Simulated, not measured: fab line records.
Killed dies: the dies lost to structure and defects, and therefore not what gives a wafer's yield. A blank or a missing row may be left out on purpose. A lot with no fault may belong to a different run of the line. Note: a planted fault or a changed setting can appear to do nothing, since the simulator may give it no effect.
Chamber matching / flow n5Finfet / N5_BEOL_M13_DEP_53 on pecvd-03 has 3 sister chambers
The step deposits SiCN from 3MS/NH3, target thk 50 nm, time 17.8 s. 3 wafers are shown with their chamber, then 12 later ones without.

EACH WAFER AND ITS CHAMBER
wafer=L077.6; chamber=1; throttleValvePct (%)=19.3
wafer=L094.1; chamber=2; throttleValvePct (%)=15.9
wafer=L094.3; chamber=0; throttleValvePct (%)=18.0

WAFERS WITH NO CHAMBER GIVEN
wafer=L094.4; throttleValvePct (%)=16.2
wafer=L094.5; throttleValvePct (%)=16.4
wafer=L094.6; throttleValvePct (%)=18.2
wafer=L095.2; throttleValvePct (%)=18.0
wafer=L095.3; throttleValvePct (%)=18.3
wafer=L095.4; throttleValvePct (%)=16.0
wafer=L096.2; throttleValvePct (%)=16.3
wafer=L096.3; throttleValvePct (%)=16.0
wafer=L096.6; throttleValvePct (%)=18.0
wafer=L097.2; throttleValvePct (%)=16.3
wafer=L097.4; throttleValvePct (%)=16.1
wafer=L097.6; throttleValvePct (%)=18.2

THE CHAMBER EACH PASSED THROUGH
wafer=L094.4; from the rows above=2; in truth=2
wafer=L094.5; from the rows above=2; in truth=2
wafer=L094.6; from the rows above=0; in truth=0
wafer=L095.2; from the rows above=0; in truth=0
wafer=L095.3; from the rows above=0; in truth=0
wafer=L095.4; from the rows above=2; in truth=2
wafer=L096.2; from the rows above=2; in truth=2
wafer=L096.3; from the rows above=2; in truth=2
wafer=L096.6; from the rows above=0; in truth=0
wafer=L097.2; from the rows above=2; in truth=2
wafer=L097.4; from the rows above=2; in truth=2
wafer=L097.6; from the rows above=0; in truth=0
Correct placement for 12 of the 12. From these rows, 0 cannot be placed. 0 placed wrongly.
How it was worked out, from the rows above alone: a wafer's distance from a chamber is the root of the sum, over the readings, of the square of ((its reading less the chamber's mean) divided by the reading's scatter). The wafer belongs to the nearest chamber; if the next one is less than 2 further off, it can't be placed. For every chamber, the mean is computed from those of its wafers that are shown. The scatter: with one shown wafer a chamber, the root of the mean of the squares of how far each hidden wafer lies from its nearest shown one.
